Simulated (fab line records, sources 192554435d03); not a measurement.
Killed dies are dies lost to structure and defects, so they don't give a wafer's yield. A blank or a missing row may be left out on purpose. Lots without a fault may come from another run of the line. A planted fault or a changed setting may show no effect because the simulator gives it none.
Which tool did it? | flow n5_finfet | 9 lots, 27 wafers sampled, at 6 steps of a route of 1938

WHAT THE GAUGES READ, wafer by wafer
N5_BEOL_M4_RC_MEAS_101.
lot  | measured     | on        | DIBL_N (mV/V)  | DIBL_P (mV/V)  | IOFF_N (nA/um) | IOFF_P (nA/um) | ION_N (uA/um) | ION_P (uA/um) | SS_N (mV/dec)  | SS_P (mV/dec)  | VT_N (mV)   | VT_P (mV)
L505 | day 9 05:13  | prober-01 | 34.9 35.7 32.1 | 33.1 34.4 30.7 | 0.12 0.13 0.10 | 0.15 0.16 0.13 | 653 665 645   | 449 455 447   | 71.0 71.1 70.5 | 72.1 72.6 72.0 | 254 255 255 | -257 -255 -255
L510 | day 10 14:47 | prober-01 | 36.0 35.7 35.4 | 36.5 35.2 34.8 | 0.19 0.16 0.15 | 0.24 0.21 0.20 | 684 659 659   | 467 457 457   | 72.3 72.1 71.8 | 73.6 73.2 72.9 | 247 252 250 | -248 -250 -248
L509 | day 10 19:06 | prober-02 | 39.0 38.3 37.9 | 39.6 36.4 38.0 | 0.23 0.20 0.19 | 0.31 0.22 0.25 | 690 682 688   | 478 459 473   | 72.3 71.7 71.8 | 73.2 72.7 73.6 | 242 248 246 | -245 -250 -247
L507 | day 10 21:26 | prober-02 | 33.6 36.5 37.0 | 33.0 35.9 37.0 | 0.12 0.16 0.17 | 0.16 0.20 0.21 | 654 667 657   | 458 456 452   | 70.5 71.6 71.3 | 72.4 73.9 74.4 | 253 250 249 | -254 -252 -250
L519 | day 14 01:32 | prober-01 | 41.5 37.3 36.6 | 43.1 37.8 36.4 | 0.26 0.15 0.14 | 0.28 0.19 0.17 | 693 673 672   | 473 458 455   | 73.3 71.5 71.4 | 75.2 74.0 73.0 | 244 253 254 | -251 -255 -256
L521 | day 14 18:22 | prober-02 | 34.5 35.6 36.0 | 33.5 34.9 35.2 | 0.12 0.13 0.15 | 0.15 0.17 0.17 | 681 677 676   | 463 462 456   | 70.7 71.7 72.1 | 72.4 73.2 73.9 | 252 254 250 | -252 -253 -254
L524 | day 14 21:04 | prober-01 | 36.3 36.0 35.1 | 35.6 34.3 33.1 | 0.14 0.12 0.12 | 0.21 0.19 0.18 | 661 661 654   | 463 462 457   | 71.8 70.5 70.5 | 72.3 72.2 72.3 | 252 254 254 | -248 -251 -250
L523 | day 15 01:47 | prober-02 | 38.5 41.7 36.9 | 38.1 40.6 34.9 | 0.20 0.28 0.16 | 0.25 0.31 0.20 | 698 685 680   | 472 470 465   | 72.2 72.6 71.7 | 73.8 74.5 73.5 | 244 242 250 | -247 -245 -251
L522 | day 15 02:19 | prober-01 | 36.0 39.1 37.1 | 36.2 39.6 37.7 | 0.15 0.19 0.17 | 0.20 0.25 0.24 | 674 679 675   | 460 459 464   | 71.2 72.2 72.1 | 72.9 74.1 73.0 | 249 246 249 | -252 -249 -252

N5_BEOL_M11_OVL_MEAS_29.
lot  | measured     | on         | V10_OVL (nm)
L505 | day 12 03:09 | overlay-01 | -0.7 0.8 0.3
L510 | day 13 15:55 | overlay-01 | 0.4 0.8 -0.2
L509 | day 13 02:53 | overlay-01 | -1.9 -1.4 -1.4
L507 | day 13 16:05 | overlay-02 | -1.1 -1.4 0.0
L519 | day 16 15:56 | overlay-01 | -0.2 -0.3 -1.3
L521 | day 17 05:01 | overlay-01 | 1.3 1.1 2.0
L524 | day 17 15:24 | overlay-01 | -0.5 -1.3 -0.9
L523 | day 17 18:15 | overlay-01 | -1.9 -2.1 -1.3
L522 | day 17 22:08 | overlay-01 | -0.5 -0.3 -0.2

N5_BEOL_M11_OCD_MEAS_38.
lot  | measured     | on     | trench_depth_nm (nm)
L505 | day 12 03:47 | ocd-02 | 147 148 140
L510 | day 13 16:28 | ocd-01 | 149 152 151
L509 | day 13 03:38 | ocd-01 | 150 152 151
L507 | day 13 16:38 | ocd-02 | 146 142 149
L519 | day 16 16:29 | ocd-01 | 0 0 0
L521 | day 17 05:48 | ocd-01 | 0 1 0
L524 | day 17 15:59 | ocd-01 | 144 151 155
L523 | day 17 18:48 | ocd-01 | 154 151 154
L522 | day 17 22:54 | ocd-02 | 151 144 145

N5_BEOL_M11_CD_MEAS_35: target cd 70 nm.
lot  | measured     | on        | cd_nm (nm)
L505 | day 12 03:56 | cd_sem-02 | 70.7 70.0 70.6
L510 | day 13 16:37 | cd_sem-02 | 71.2 69.6 70.6
L509 | day 13 03:47 | cd_sem-03 | 71.9 70.8 71.4
L507 | day 13 16:47 | cd_sem-03 | 70.1 69.9 70.8
L519 | day 16 16:38 | cd_sem-02 | 70.3 70.6 70.6
L521 | day 17 05:58 | cd_sem-03 | 69.8 71.3 69.5
L524 | day 17 16:09 | cd_sem-01 | 71.4 71.0 70.2
L523 | day 17 18:58 | cd_sem-03 | 70.4 69.9 70.8
L522 | day 17 23:03 | cd_sem-03 | 70.2 69.5 70.9

WHICH TOOL RAN EACH LOT (tool, then ch and the chambers of the sampled wafers, then the start)
lot  | N5_BEOL_M11_DESCUM_33              | N5_BEOL_M11_TRENCH_ETCH_37
L505 | rie_diel-05 ch 0,1,3, day 12 03:18 | rie_diel-05 ch 0,1,3, day 12 03:37
L510 | rie_diel-06 ch 0,2,3, day 13 15:58 | rie_diel-06 ch 0,2,3, day 13 16:17
L509 | rie_diel-06 ch 0,2,3, day 13 03:09 | rie_diel-06 ch 0,2,3, day 13 03:28
L507 | rie_diel-02 ch 0,1,3, day 13 16:08 | rie_diel-02 ch 0,1,3, day 13 16:27
L519 | rie_diel-06 ch 0,1,3, day 16 15:59 | rie_diel-06 ch 0,1,3, day 16 16:18
L521 | rie_diel-06 ch 1,2,3, day 17 05:19 | rie_diel-06 ch 1,2,3, day 17 05:37
L524 | rie_diel-06 ch 1,2,3, day 17 15:30 | rie_diel-06 ch 1,2,3, day 17 15:49
L523 | rie_diel-05 ch 2,3, day 17 18:19   | rie_diel-05 ch 2,3, day 17 18:37
L522 | rie_diel-06 ch 1,3, day 17 22:24   | rie_diel-06 ch 1,3, day 17 22:43
- N5_BEOL_M11_DESCUM_33: chemistry O2, time 7.9 s.
- N5_BEOL_M11_TRENCH_ETCH_37: etches SiCOH lowk in C4F6/O2, target depth 148.83 nm, time 48 s.

WHAT THE TOOLS THEMSELVES READ (means of the sampled wafers that have a number; where no wafer has one, the mark that the record gives instead)
N5_BEOL_M11_DESCUM_33.
lot  | tool        | drypump_motor_current_A (A) | oes_product_au (a.u.) | rf_vpp_V (V) | showerhead_plenum_p_Torr (Torr) | throttle_valve_pct (%)
L505 | rie_diel-05 | 5.6                         | 0.76                  | 242.5        | 2.06                            | 20.36
L510 | rie_diel-06 | 6.3                         | 0.75                  | 242.6        | 2.09                            | 20.56
L509 | rie_diel-06 | 6.3                         | 0.75                  | 243.2        | 2.09                            | 20.55
L507 | rie_diel-02 | 6.3                         | 0.71                  | 242.6        | 2.08                            | 20.67
L519 | rie_diel-06 | 5.9                         | 0.75                  | 243.6        | 2.09                            | 20.43
L521 | rie_diel-06 | 6.0                         | 0.78                  | 243.8        | 2.13                            | 20.48
L524 | rie_diel-06 | 6.0                         | 0.78                  | 243.7        | 2.13                            | 20.49
L523 | rie_diel-05 | 5.7                         | 0.92                  | 243.1        | 2.06                            | 20.21
L522 | rie_diel-06 | 5.7                         | 0.70                  | 242.7        | 2.05                            | 20.43

N5_BEOL_M11_TRENCH_ETCH_37.
lot  | tool        | C4F6_flow_sccm (sccm) | O2_flow_sccm (sccm) | drypump_motor_current_A (A) | oes_o_777_au (a.u.) | oes_product_au (a.u.) | rf_vpp_V (V) | showerhead_plenum_p_Torr (Torr) | throttle_valve_pct (%)
L505 | rie_diel-05 | 9.990                 | 9.99                | 5.6                         | 0.76                | 0.75                  | 667          | 2.82                            | 20.95
L510 | rie_diel-06 | 9.987                 | 10.01               | 6.2                         | 0.75                | 0.75                  | 676          | 2.85                            | 21.07
L509 | rie_diel-06 | 10.010                | 9.99                | 6.2                         | 0.76                | 0.75                  | 677          | 2.85                            | 21.05
L507 | rie_diel-02 | 9.999                 | 9.99                | 6.3                         | 0.73                | 0.72                  | 668          | 2.82                            | 21.09
L519 | rie_diel-06 | -                     | -                   | -                           | -                   | -                     | -            | -                               | -
L521 | rie_diel-06 | -                     | -                   | -                           | -                   | -                     | -            | -                               | -
L524 | rie_diel-06 | 10.000                | 10.00               | 6.0                         | 0.78                | 0.78                  | 683          | 2.89                            | 20.94
L523 | rie_diel-05 | 10.019                | 10.03               | 5.7                         | 0.93                | 0.92                  | 654          | 2.81                            | 20.78
L522 | rie_diel-06 | 10.006                | 10.03               | 5.7                         | 0.69                | 0.70                  | 680          | 2.78                            | 20.85

THE ANSWER, worked out from the rows above alone
Rule: what is usual is taken from the lots themselves. Put in order of their means at a reading, lots are off if they are a third of the lots or fewer, leave a main group of 4 or more, and stand apart from it by a gap of 3 or more times the standard deviation of the main group's means; of several such gaps the widest counts. A main group whose means are all the same, to the digits that the tables above print for the reading, isn't used. A lot without any number at a reading at which 4 lots or more have one is off too. The other lots that the step has rows for count as sound. The gauges are gone through in route order, then the tools' own readings, and for those a lot's mean is taken as printed above. The first step at which some lot is off is used, and at that step the reading that is off furthest; a lot without a number counts as furthest.
Off: L519, L521, at N5_BEOL_M11_OCD_MEAS_38 (trench_depth_nm). The main group: mean 149 nm, standard deviation 2.8.
A tool fits if, at a process step before that reading, it ran every lot that is off, and no sound lot after the first of them. The gauges at N5_BEOL_M11_OCD_MEAS_38 aren't tried: what is off there is off at N5_BEOL_M11_TRENCH_ETCH_37 too, on other tools, and a gauge's error can't cause that. None of those tried fits.

WHAT THE SIMULATOR HAD PUT IN
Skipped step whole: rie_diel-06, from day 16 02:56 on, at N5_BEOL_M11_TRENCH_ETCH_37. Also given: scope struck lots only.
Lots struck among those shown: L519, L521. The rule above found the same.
